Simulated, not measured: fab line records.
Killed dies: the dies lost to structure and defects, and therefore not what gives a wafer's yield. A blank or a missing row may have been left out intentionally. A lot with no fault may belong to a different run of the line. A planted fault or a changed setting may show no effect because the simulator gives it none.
Which tool was responsible? ; flow n5_finfet ; 14 lots with 41 wafers sampled at 2 steps, on a route of 1938 steps

## WHAT THE GAUGES READ, wafer by wafer
N5_BEOL_M6_INSPECT_13: inspects for defects (brightfield). Usual: raw_defect_count at 428, with a standard deviation of 100.
lot;measured;on;raw_defect_count;flag
L394;day 8 14:41;defect_inspect-02;291 216 322;
L395;day 9 07:23;defect_inspect-01;352 348 326;
L397;day 9 12:01;defect_inspect-01;593 402 419;
L399;day 10 00:50;defect_inspect-02;435 357 415;
L402;day 10 14:17;defect_inspect-02;383 390 343;
L401;day 10 14:31;defect_inspect-01;302 417 305;
L408;day 12 09:50;defect_inspect-02;366 533 417;
L409;day 12 18:39;defect_inspect-01;524 535 517;
L411;day 13 04:33;defect_inspect-01;354 313 334;
L413;day 13 16:36;defect_inspect-02;466 498;
L414;day 14 08:25;defect_inspect-01;589 598 790;
L415;day 14 10:38;defect_inspect-01;482 561 542;
L416;day 14 12:46;defect_inspect-01;633 430 472;
L417;day 14 15:14;defect_inspect-01;428 442 485;

## EACH LOT AND THE TOOL THAT RAN IT (in order: tool; ch and the chambers of the sampled wafers; start)
lot;N5_BEOL_M6_CURE_74
L394;uv_cure-03 ch 2, day 8 13:25
L395;uv_cure-01 ch 2, day 9 04:47
L397;uv_cure-02 ch 1, day 9 07:54
L399;uv_cure-03 ch 1, day 9 22:20
L402;uv_cure-03 ch 1, day 10 12:13
L401;uv_cure-01 ch 2, day 10 13:07
L408;uv_cure-03 ch 0, day 12 08:02
L409;uv_cure-02 ch 0, day 12 15:59
L411;uv_cure-01 ch 2, day 13 01:56
L413;uv_cure-01 ch 2, day 13 14:35
L414;uv_cure-01 ch 0, day 14 05:41
L415;uv_cure-03 ch 1, day 14 08:56
L416;uv_cure-02 ch 2, day 14 09:35
L417;uv_cure-03 ch 0, day 14 13:44
- N5_BEOL_M6_CURE_74: cures SiCOH lowk, time 240 s.

## WHAT THE TOOLS THEMSELVES READ (means of the sampled wafers that have a number; where no wafer has one, the mark that the record gives instead)
N5_BEOL_M6_CURE_74. Usual: lamp_power_pct 52.32 %, standard deviation 0.05; wafer_temp_C_max 386.7, standard deviation 0.48.
lot;tool;lamp_power_pct (%);wafer_temp_C_max;flag
L394;uv_cure-03;52.29;386.7;
L395;uv_cure-01;52.28;386.5;
L397;uv_cure-02;52.32;385.6;
L399;uv_cure-03;52.34;386.9;
L402;uv_cure-03;52.26;387.4;
L401;uv_cure-01;52.28;386.4;
L408;uv_cure-03;52.34;386.4;
L409;uv_cure-02;52.30;387.0;
L411;uv_cure-01;52.32;386.4;
L413;uv_cure-01;52.30;386.2;
L414;uv_cure-01;52.31;386.8;
L415;uv_cure-03;52.33;387.1;
L416;uv_cure-02;52.28;386.2;
L417;uv_cure-03;52.24;386.7;

## THE ANSWER, worked out from the rows above alone
Rule: a lot counts as off when the mean over its wafers that have a number is more than 3 standard deviations away from the usual mean. A lot without any number at a reading at which 4 lots or more have one is off too. All remaining lots with rows at the step are treated as sound. Order of review: gauges by route order, followed by the tools' own readings, for which a lot's mean as printed above is used. The first step at which some lot is off is used, and at that step the reading that is off furthest; a lot without a number counts as furthest.
No lot is off at any reading shown: from this, nothing can be told.

## WHAT THE SIMULATOR HAD INSERTED
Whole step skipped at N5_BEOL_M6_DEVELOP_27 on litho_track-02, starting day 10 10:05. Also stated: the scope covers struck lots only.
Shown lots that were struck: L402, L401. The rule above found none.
